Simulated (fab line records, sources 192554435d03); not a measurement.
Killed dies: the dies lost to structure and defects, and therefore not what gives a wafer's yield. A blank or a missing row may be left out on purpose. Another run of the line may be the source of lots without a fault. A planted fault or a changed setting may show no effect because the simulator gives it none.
Which of the tools did it?    flow n5-finfet    Sampling: 10 lots, 27 wafers, 6 of 1938 route steps

## WHAT THE GAUGES SHOWED, per wafer
N5_BEOL_M3_OVL_MEAS_12.
lot   measured      on          M3_OVL (nm)
L152  day 7 11:31   overlay-01  0.8 -0.1 -1.2
L157  day 9 09:43   overlay-01  -1.0 -1.8 0.5
L158  day 9 13:50   overlay-01  0.3 0.8
L160  day 9 16:36   overlay-02  0.5 1.1
L166  day 11 12:47  overlay-02  -0.6 -1.1
L168  day 11 18:39  overlay-02  0.1 0.3 0.3
L170  day 12 01:19  overlay-02  -1.2 -0.5 -0.4
L171  day 12 04:49  overlay-02  0.4 0.1 0.6
L172  day 12 16:31  overlay-01  0.4 0.3 0.4
L175  day 13 20:44  overlay-01  0.4 0.2 -0.7

N5_BEOL_M3_INSPECT_13: inspects for defects (brightfield).
lot   measured      on                 raw-defect-count
L152  day 7 11:34   defect-inspect-02  603 469 630
L157  day 9 09:46   defect-inspect-02  304 259 277
L158  day 9 13:52   defect-inspect-02  447 387
L160  day 9 16:40   defect-inspect-02  476 707
L166  day 11 12:50  defect-inspect-01  608 382
L168  day 11 18:43  defect-inspect-02  263 426 315
L170  day 12 01:22  defect-inspect-01  671 587 465
L171  day 12 04:53  defect-inspect-01  611 512 616
L172  day 12 16:34  defect-inspect-02  479 702 583
L175  day 13 20:47  defect-inspect-01  346 379 530

N5_BEOL_M3_CD_MEAS_28: target cd 25.7 nm, target cd y 23.3 nm.
lot   measured      on         cd-nm (nm)
L152  day 7 12:34   cd-sem-01  25.96 25.92 26.04
L157  day 9 11:10   cd-sem-02  25.76 25.68 25.61
L158  day 9 14:52   cd-sem-03  25.46 26.32
L160  day 9 17:29   cd-sem-02  25.69 4.97
L166  day 11 13:45  cd-sem-01  5.59 25.22
L168  day 11 19:31  cd-sem-01  25.77 25.54 25.91
L170  day 12 02:09  cd-sem-02  25.58 25.75 25.73
L171  day 12 05:45  cd-sem-01  25.85 25.59 25.62
L172  day 12 17:30  cd-sem-01  25.59 25.88 25.52
L175  day 13 21:40  cd-sem-02  25.84 25.30 25.65

N5_BEOL_M4_RC_MEAS_101.
lot   measured      on         DIBL_N (mV/V)   DIBL_P (mV/V)   IOFF_N (nA/um)     IOFF_P (nA/um)  ION_N (uA/um)  ION_P (uA/um)  SS_N (mV/dec)   SS_P (mV/dec)   VT_N (mV)    VT_P (mV)
L152  day 9 08:02   prober-02  36.5 36.4 35.1  36.9 36.1 35.6  0.170 0.159 0.143  0.23 0.22 0.22  681 664 675    467 457 469    72.2 72.2 72.0  73.9 73.9 73.2  246 251 252  -247 -246 -246
L157  day 10 22:27  prober-01  33.6 36.9 34.7  34.2 38.5 35.2  0.113 0.172 0.136  0.19 0.26 0.21  644 676 673    456 473 473    71.4 71.7 71.2  72.4 73.6 72.9  255 248 253  -247 -245 -248
L158  day 10 23:28  prober-02  36.8 34.7       37.0 35.1       0.170 0.134        0.20 0.18       665 667        449 457        71.2 71.4       73.4 73.4       247 253      -253 -252
L160  day 11 05:56  prober-01  34.2            33.1            0.111              0.15            654            447            71.0            71.8            257          -257
L166  day 12 21:27  prober-01  32.2            33.5            0.124              0.17            666            460            70.4            72.0            250          -254
L168  day 13 13:57  prober-01  37.7 34.9 34.7  38.1 35.4 34.2  0.196 0.150 0.131  0.22 0.18 0.16  686 691 664    459 471 449    71.2 71.1 70.7  73.9 72.9 72.5  244 247 250  -251 -252 -255
L170  day 13 06:11  prober-02  35.6 35.3 36.1  35.8 35.7 35.7  0.151 0.146 0.150  0.20 0.20 0.20  687 674 673    469 461 459    71.3 70.9 71.2  73.7 73.4 72.6  250 248 249  -250 -251 -249
L171  day 14 05:24  prober-02  35.8 33.6 34.9  34.9 31.3 33.4  0.155 0.109 0.135  0.19 0.14 0.17  680 653 674    462 449 463    71.8 71.5 71.9  72.8 73.0 72.8  249 257 250  -252 -256 -253
L172  day 14 16:58  prober-02  35.5 36.1 35.4  33.7 34.1 33.8  0.136 0.144 0.135  0.21 0.21 0.20  674 661 664    473 459 459    70.9 71.4 71.3  72.8 73.5 73.4  254 251 251  -250 -246 -247
L175  day 15 11:20  prober-02  34.3 31.8 33.2  34.4 30.1 32.1  0.129 0.087 0.113  0.17 0.11 0.14  655 632 658    454 435 449    70.4 71.7 71.2  72.7 71.6 72.2  250 259 255  -253 -261 -258

## EACH LOT AND THE TOOL THAT RAN IT (in order: tool; ch and the chambers of the sampled wafers; start)
lot   N5_BEOL_M3_ETCH_63                  N5_BEOL_M3_EXPOSE_25
L152  rie-diel-03 ch 0,1,3, day 7 11:38   euv-scanner-02 ch 0, day 7 12:26
L157  rie-diel-01 ch 0,1, day 9 10:14     euv-scanner-02 ch 0, day 9 11:01
L158  rie-diel-01 ch 1,2, day 9 13:58     euv-scanner-01 ch 0, day 9 14:46
L160  rie-diel-01 ch 1,2, day 9 16:47     euv-scanner-02 ch 0, day 9 17:21
L166  rie-diel-04 ch 0,1, day 11 12:55    euv-scanner-02 ch 0, day 11 13:37
L168  rie-diel-03 ch 2,3, day 11 18:47    euv-scanner-01 ch 0, day 11 19:23
L170  rie-diel-03 ch 0,2, day 12 01:27    euv-scanner-01 ch 0, day 12 02:01
L171  rie-diel-01 ch 2,3, day 12 04:58    euv-scanner-01 ch 0, day 12 05:36
L172  rie-diel-01 ch 1,2, day 12 16:43    euv-scanner-01 ch 0, day 12 17:21
L175  rie-diel-04 ch 0,1,3, day 13 20:52  euv-scanner-01 ch 0, day 13 21:31
- N5_BEOL_M3_ETCH_63: etches SiARC in CF4, target depth 15.6 nm, time 26 s.
- N5_BEOL_M3_EXPOSE_25: exposes mask V2, defocus 5 nm.

## WHAT THE TOOLS THEMSELVES READ (means of the sampled wafers that have a number; where no wafer has one, the mark that the record gives instead)
N5_BEOL_M3_ETCH_63.
lot   tool         bias-w (W)  drypump-motor-current-A (A)  etch-rf-on-time-s (s)  oes-product-au (a.u.)  rf-vpp-V (V)  showerhead-plenum-p-Torr (Torr)  throttle-valve-pct (%)
L152  rie-diel-03  36.02       5.8                          25.7                   0.66                   184.3         2.14                             15.68
L157  rie-diel-01  35.98       6.2                          26.2                   0.73                   183.2         2.08                             15.36
L158  rie-diel-01  35.96       6.0                          26.2                   0.62                   182.8         2.13                             15.80
L160  rie-diel-01  35.88       6.0                          26.4                   0.62                   183.0         2.13                             15.82
L166  rie-diel-04  36.12       6.0                          26.4                   0.61                   184.2         2.13                             15.75
L168  rie-diel-03  36.00       5.3                          26.5                   0.66                   183.9         2.17                             15.84
L170  rie-diel-03  35.96       4.9                          26.3                   0.62                   183.9         2.16                             15.96
L171  rie-diel-01  36.01       6.0                          25.4                   0.63                   185.6         2.22                             15.59
L172  rie-diel-01  36.07       5.9                          26.1                   0.62                   184.6         2.15                             15.85
L175  rie-diel-04  36.01       6.0                          26.5                   0.60                   183.4         2.12                             15.79

N5_BEOL_M3_EXPOSE_25.
lot   tool            stage-msd-nm (nm)
L152  euv-scanner-02  0.85
L157  euv-scanner-02  0.85
L158  euv-scanner-01  0.75
L160  euv-scanner-02  0.84
L166  euv-scanner-02  0.84
L168  euv-scanner-01  0.72
L170  euv-scanner-01  0.72
L171  euv-scanner-01  0.72
L172  euv-scanner-01  0.71
L175  euv-scanner-01  0.71

## THE ANSWER, worked out from the rows above alone
Rule: what is usual is taken from the lots themselves. Put in order of their means at a reading, lots are off if they are a third of the lots or fewer, leave a main group of 4 or more, and stand apart from it by a gap of 3 or more times the standard deviation of the main group's means; of several such gaps the widest counts. If all means in a main group match to the digits the tables above print for the reading, that group is not used. A lot without any number at a reading at which 4 lots or more have one is off too. The other lots that the step has rows for count as sound. First the gauges in route order, then the tools' own readings, where a lot's mean is used as printed above. The first step at which some lot is off is used, and at that step the reading that is off furthest; a lot without a number counts as furthest.
Off: L160, L166, at N5_BEOL_M3_CD_MEAS_28 (cd-nm). Mean 25.74 nm and standard deviation 0.12 in the main group.
A tool fits if, at a process step before that reading, it ran every lot that is off, and no sound lot after the first of them. Gauges at N5_BEOL_M3_CD_MEAS_28: tried the same way as those tools. One fits: N5_BEOL_M3_EXPOSE_25 on euv-scanner-02. Its last sound lot is L157 (day 9 11:01), its first lot that is off L160 (day 9 17:21): a fault that began between those two fits.

## WHAT THE SIMULATOR HAD PUT IN
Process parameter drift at N5_BEOL_M3_EXPOSE_25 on euv-scanner-02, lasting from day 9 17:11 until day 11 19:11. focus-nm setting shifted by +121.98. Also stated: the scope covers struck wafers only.
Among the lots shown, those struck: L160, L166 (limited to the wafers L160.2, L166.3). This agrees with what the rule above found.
